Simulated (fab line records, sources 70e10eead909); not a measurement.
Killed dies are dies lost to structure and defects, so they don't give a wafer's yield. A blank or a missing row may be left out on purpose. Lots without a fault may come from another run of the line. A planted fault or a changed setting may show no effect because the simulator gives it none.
A struck lot beside a sound one | flow nand_harc | 41 steps out of a route of 1302
Sound: wafers L486.1, L486.4, L486.6. Struck: wafers L495.2, L495.5. (L495.4 of the same lot was not struck and is left out.) The cause comes at the end.
At each step with rows: each side's tool, then ch and its chambers, then its first start. Under that, the readings that differ: sound wafers | struck wafers | difference of the means | sigmas: that difference in standard deviations of wafers without a fault.
alike: readings whose means differ by less than 2 such deviations, and words and numbers that are the same on both sides. not compared: withheld readings, readings that some wafer has no value for, bounds like >300 that may hide the same value, and numbers for which the record gives no deviation and whose values overlap.
The two part at a step that has a row with sigmas, a row that says differs or no value, or rows on one side only. Numbers that don't overlap but have no deviation are shown without sigmas and don't part them. A reading that every wafer of one side lacks parts them only if that side has two wafers or more.

NHARC_A_M1_OVL_MEAS_10: pitch 240 nm.
  sound on overlay-01, day 24 05:47; struck on overlay-02, day 29 01:48
  reading           | sound       | struck    | difference | sigmas
  overlay_y_nm (nm) | 1.3 0.7 0.8 | -2.1 -1.3 | -2.6       | -3
  alike: overlay_x_nm
NHARC_A_M1_INSPECT_11:
  sound on defect_inspect-02, day 24 05:50; struck on defect_inspect-01, day 29 01:50
  alike: raw_defect_count
NHARC_A_M1_DESCUM_14: chemistry O2, time 3 s.
  sound on rie_diel-13 ch 0,3, day 24 05:53; struck on rie_diel-13 ch 0,2, day 29 01:55
  alike: drypump_motor_current_A, oes_product_au, rf_vpp_V, showerhead_plenum_p_Torr, throttle_valve_pct
  not compared: rf_hours_counter_h
then, 1 step without rows for these wafers: NHARC_A_M1_ETCH_35 (etches the open film in N2/H2, target depth 40 nm, overetch 12 nm, time 43.94 s).
NHARC_A_M1_ETCH_15: etches the open film in C4F8/Ar, target depth 182.5 nm, time 91.2 s.
  sound on rie_diel-13 ch 0,1,2; struck on rie_diel-13 ch 2
  alike: bias_w, oes_product_au, rf_vpp_V
  not compared: rf_hours_counter_h
NHARC_A_M1_CD_MEAS_16:
  sound on cd_sem-02, day 24 06:12; struck on cd_sem-03, day 29 02:13
  alike: cd_nm
NHARC_A_M1_STRIP_18: strips in N2/H2.
  sound on rie_diel-07 ch 0,2,3, day 24 06:18; struck on rie_diel-06 ch 0,3, day 29 02:19
  alike: drypump_motor_current_A, oes_product_au, power_w, rf_vpp_V, showerhead_plenum_p_Torr, throttle_valve_pct
  not compared: rf_hours_counter_h
then, 3 steps without rows for these wafers: NHARC_A_M1_ETCH_28 (etches the open film in CF4/N2, target depth 30 nm, time 72.99 s); NHARC_A_M1_STRIP_19 (strips in post etch residue remover, time 600 s); NHARC_A_M1_DEGAS_29 (time 60 s).
NHARC_A_M1_PRE_CLEAN_30: time 30 s.
  sound on pvd_sputter-01; struck on pvd_sputter-01
  alike: heater_power_w
then, 1 step without rows for these wafers: NHARC_A_M1_PVD_20 (deposits TaN, target thk 5 nm, time 8.06 s).
NHARC_A_M1_PVD_21: deposits Cu, target thk 30 nm, time 20.49 s.
  sound on pvd_sputter-01, day 24 07:09; struck on pvd_sputter-01, day 29 03:09
  alike: throttle_valve_pct
then, 4 steps without rows for these wafers: NHARC_A_M1_ECD_22 (material Cu, target thk 400 nm); NHARC_A_M1_ANNEAL_31 (time 90 s); NHARC_A_M1_CMP_23 (polishes, t overpolish 20 s, target thk 154.34 nm); NHARC_A_M1_SRD_25.
NHARC_A_M1_INSPECT_27:
  sound on defect_inspect-02, day 24 08:28; struck on defect_inspect-02, day 29 04:28
  alike: raw_defect_count
then, 1 step without rows for these wafers: NHARC_A_M1_PRE_CLEAN_32 (time 12 s).
NHARC_A_M1_DEP_33: deposits SiCN, target thk 30 nm.
  sound on pecvd-02 ch 1,2, day 24 08:39; struck on pecvd-02 ch 0,1, day 29 04:40
  reading                      | sound             | struck      | difference | sigmas
  chamber_pressure_Torr (Torr) | 3.009 3.007 3.012 | 2.994 2.991 | -0.017     | -2
  alike: heater_power_w
then, 2 steps without rows for these wafers: NHARC_A_BONDPAD_DEP_00 (deposits SiCN, target thk 250 nm); NHARC_A_BONDPAD_CMP_29 (polishes SiCN, target thk 200 nm).
NHARC_A_BONDPAD_THK_MEAS_30: measures by ellipsometry.
  the record has rows for the sound wafers here (film_metro-01, day 24 09:50) and none for the struck ones
then, 10 steps without rows for these wafers: NHARC_A_BONDPAD_SRD_31; NHARC_A_BONDPAD_DEHYDRATE_01 (time 120 s); NHARC_A_BONDPAD_HMDS_02 (time 30 s); NHARC_A_BONDPAD_COAT_33 (time 65 s); NHARC_A_BONDPAD_COAT_03 (resist thk 600 nm); NHARC_A_BONDPAD_SOFTBAKE_04 (time 70 s); NHARC_A_BONDPAD_EBR_05; NHARC_A_BONDPAD_EXPOSE_06 (exposes mask A BPAD); NHARC_A_BONDPAD_PEB_07 (peb time 80 s); NHARC_A_BONDPAD_DEVELOP_08 (time 50 s).
NHARC_A_BONDPAD_CD_MEAS_09: target cd 500 nm.
  the record has rows for the sound wafers here (cd_sem-02 ch 0, day 24 10:24) and none for the struck ones
NHARC_A_BONDPAD_OVL_MEAS_35:
  the record has rows for the sound wafers here (overlay-02, day 24 10:29) and none for the struck ones
then, 4 steps without rows for these wafers: NHARC_A_BONDPAD_HARDBAKE_10 (time 65 s); NHARC_A_BONDPAD_DESCUM_11 (chemistry O2, time 3 s); NHARC_A_BONDPAD_ETCH_34 (etches the open film in N2/H2, target depth 60 nm, overetch 18 nm, time 65.91 s); NHARC_A_BONDPAD_ETCH_12 (etches the open film in CHF3/O2, target depth 220 nm, time 110 s).
NHARC_A_BONDPAD_CD_MEAS_13:
  the record has rows for the sound wafers here (cd_sem-03, day 24 10:56) and none for the struck ones
NHARC_END_SORT_01:
  sound on prober-02 ch 0, day 25 17:43; struck on prober-02 ch 0, day 30 15:23
  reading                  | sound          | struck  | difference | sigmas
  defect_limited_yield (%) | 87.6 89.2 88.0 | 0 0     | -88        | -35
  killed_at_array          | 78 70 76       | 673 674 | +599       | +35
  killed_dies              | 84 73 81       | 677 677 | +598       | +35
  alike: killed_at_other, killed_at_periphery, killed_open, killed_short

WHERE THEY PART
First at NHARC_A_M1_OVL_MEAS_10; last, within this record, at NHARC_END_SORT_01.

WHY: what the simulator had put in
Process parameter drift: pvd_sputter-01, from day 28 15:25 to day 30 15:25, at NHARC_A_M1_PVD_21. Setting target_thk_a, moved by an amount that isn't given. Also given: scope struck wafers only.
